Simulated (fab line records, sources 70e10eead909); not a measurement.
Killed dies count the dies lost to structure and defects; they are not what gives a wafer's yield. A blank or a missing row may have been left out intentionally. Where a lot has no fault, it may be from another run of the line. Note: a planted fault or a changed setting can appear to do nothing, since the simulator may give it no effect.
Chamber matching    flow nand_harc    rie_diel-08 running NHARC_A_SLIT_ETCH_29: 4 sister chambers
The step etches the open film in CF4/O2, target depth 100 nm, overetch 10 nm, time 55 s. 16 wafers are shown with their chamber, then 8 later ones without.

== WAFERS, EACH WITH ITS CHAMBER ==
wafer   chamber  showerhead_plenum_p_Torr (Torr)  drypump_motor_current_A (A)  rf_vpp_V (V)
L076.1  2        1.35                             5.83                         198.3
L076.5  3        1.25                             5.68                         196.0
L076.6  2        1.35                             5.82                         197.4
L078.2  3        1.25                             5.73                         196.2
L078.4  2        1.35                             5.80                         197.8
L078.5  0        1.38                             5.68                         198.6
L081.4  3        1.25                             5.74                         196.8
L081.5  0        1.38                             5.69                         198.1
L081.6  3        1.25                             5.68                         194.5
L083.1  3        1.25                             5.66                         196.3
L083.2  2        1.35                             5.80                         197.6
L083.6  2        1.35                             5.82                         197.3
L090.1  0        1.38                             5.66                         198.1
L090.3  1        1.31                             5.96                         197.2
L090.4  3        1.25                             5.70                         196.2
L092.1  1        1.30                             5.92                         195.6

SIGNATURES (averages over the wafers above)
reading                   chamber 0  chamber 1  chamber 2  chamber 3  scatter within a chamber
showerhead_plenum_p_Torr  1.3800     1.3050     1.3500     1.2500     0.00204
drypump_motor_current_A   5.6767     5.9400     5.8140     5.6983     0.0239
rf_vpp_V                  198.267    196.400    197.680    196.000    0.654
Rule: a wafer lies at a distance from a chamber equal to the root of the sum of squares, over the readings, of (its reading less the chamber's mean, divided by the reading's scatter). If the next closest chamber is less than 2 further off than the closest, the wafer can't be placed; otherwise it belongs to the closest. The scatter: the root of (the sum of the squares of (reading less its chamber's mean) over the shown wafers, divided by (wafers less chambers)).

== WAFERS MISSING THEIR CHAMBER ==
wafer   showerhead_plenum_p_Torr (Torr)  drypump_motor_current_A (A)  rf_vpp_V (V)
L092.2  1.35                             5.80                         199.1
L092.4  1.25                             5.65                         197.6
L095.1  1.38                             5.69                         198.1
L095.3  1.25                             5.63                         195.2
L095.4  1.30                             5.96                         197.8
L096.1  1.25                             5.64                         196.5
L096.2  1.38                             5.69                         198.6
L096.3  1.30                             5.96                         197.5

== THE CHAMBER EACH PASSED THROUGH ==
wafer   from the rows above  in truth
L092.2  2                    2
L092.4  3                    3
L095.1  0                    0
L095.3  3                    3
L095.4  1                    1
L096.1  3                    3
L096.2  0                    0
L096.3  1                    1
Placed correctly: 8 of 8. From these rows, 0 cannot be placed. 0 placed wrongly.
